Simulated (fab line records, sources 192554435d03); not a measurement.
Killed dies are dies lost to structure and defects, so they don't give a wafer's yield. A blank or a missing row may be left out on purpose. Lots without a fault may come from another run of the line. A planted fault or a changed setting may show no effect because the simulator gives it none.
Which tool did it? | flow n5_finfet | 11 lots, 33 wafers sampled, at 1 step of a route of 1938

WHAT THE GAUGES READ, wafer by wafer
N5_BEOL_M15_OVL_MEAS_11.
lot  | measured     | on         | V14_OVL (nm)
L886 | day 11 23:44 | overlay-02 | 9 13 8
L885 | day 12 01:14 | overlay-02 | 9 6 8
L888 | day 12 18:10 | overlay-02 | 1 0 -2
L891 | day 13 04:39 | overlay-01 | -4 0 4
L890 | day 13 17:55 | overlay-01 | 0 -4 -7
L892 | day 13 20:20 | overlay-01 | -3 3 4
L894 | day 14 00:10 | overlay-02 | 6 0 10
L893 | day 14 04:09 | overlay-01 | -1 -3 -2
L900 | day 15 13:14 | overlay-02 | -1 11 1
L903 | day 16 10:44 | overlay-02 | -1 1 2
L907 | day 17 06:57 | overlay-02 | -8 -2 0

WHICH TOOL RAN EACH LOT (tool, then ch and the chambers of the sampled wafers, then the start)
The record holds no process step before these readings.

WHAT THE TOOLS THEMSELVES READ (means of the sampled wafers that have a number; where no wafer has one, the mark that the record gives instead)
The record holds no such reading with a usual standard deviation.

THE ANSWER, worked out from the rows above alone
Rule: what is usual is taken from the lots themselves. Put in order of their means at a reading, lots are off if they are a third of the lots or fewer, leave a main group of 4 or more, and stand apart from it by a gap of 3 or more times the standard deviation of the main group's means; of several such gaps the widest counts. A main group whose means are all the same, to the digits that the tables above print for the reading, isn't used. A lot without any number at a reading at which 4 lots or more have one is off too. The other lots that the step has rows for count as sound. The gauges are gone through in route order, then the tools' own readings, and for those a lot's mean is taken as printed above. The first step at which some lot is off is used, and at that step the reading that is off furthest; a lot without a number counts as furthest.
No lot is off at any reading shown: from this, nothing can be told.

WHAT THE SIMULATOR HAD PUT IN
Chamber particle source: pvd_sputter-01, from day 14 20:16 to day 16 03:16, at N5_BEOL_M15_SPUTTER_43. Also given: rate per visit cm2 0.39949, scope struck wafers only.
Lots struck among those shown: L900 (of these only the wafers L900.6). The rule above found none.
